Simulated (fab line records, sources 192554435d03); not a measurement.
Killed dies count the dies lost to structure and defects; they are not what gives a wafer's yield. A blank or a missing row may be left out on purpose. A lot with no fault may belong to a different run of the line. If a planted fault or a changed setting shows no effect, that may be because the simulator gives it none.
Matching of chambers ; flow n5-finfet ; rie-diel-04 running N5_HKMG_FIN_ETCH_67: 4 sister chambers
The step etches SOC in N2/H2, stops on TiN, target depth 388.9 nm. 8 wafers are shown with their chamber, then 11 later ones without.

WAFERS PAIRED WITH THEIR CHAMBERS
wafer;chamber;throttle-valve-pct (%);showerhead-plenum-p-Torr (Torr)
L083.1;2;18.24;2.41
L083.5;1;17.91;2.53
L086.5;3;17.59;2.42
L086.6;0;18.23;2.51
L090.1;1;17.94;2.52
L090.3;3;17.61;2.42
L090.5;2;17.80;2.72
L093.1;0;18.29;2.51

WAFERS WITH NO CHAMBER GIVEN
wafer;throttle-valve-pct (%);showerhead-plenum-p-Torr (Torr)
L093.2;17.81;2.72
L093.4;17.64;2.42
L095.1;17.79;2.72
L095.2;17.96;2.52
L095.3;18.27;2.51
L095.4;17.63;2.41
L095.5;17.95;2.52
L095.6;18.28;2.51
L096.2;17.81;2.72
L096.4;17.65;2.41
L096.6;17.95;2.51

THE CHAMBER EACH PASSED THROUGH
wafer;from the rows above;in truth
L093.2;can't be placed: 1 or 2 or 3 or 0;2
L093.4;can't be placed: 3 or 1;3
L095.1;can't be placed: 1 or 2 or 3 or 0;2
L095.2;can't be placed: 1 or 2 or 0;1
L095.3;can't be placed: 0 or 2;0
L095.4;can't be placed: 3 or 1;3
L095.5;can't be placed: 1 or 2 or 0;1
L095.6;can't be placed: 0 or 2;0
L096.2;can't be placed: 1 or 2 or 3 or 0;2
L096.4;can't be placed: 3 or 1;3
L096.6;can't be placed: 1 or 2 or 0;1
0 of 11 placed correctly. Not placeable from these rows: 11 (in 11, the candidates include the true chamber). Wrongly placed: 0.
How it was worked out, from the rows above alone: a wafer's distance from a chamber is the root of the sum, over the readings, of the square of ((its reading less the chamber's mean) divided by the reading's scatter). The wafer belongs to the nearest chamber; if the next one is less than 2 further off, it can't be placed. A chamber's mean is the mean of its shown wafers. The scatter: the root of (the sum of the squares of (reading less its chamber's mean) over the shown wafers, divided by (wafers less chambers)).
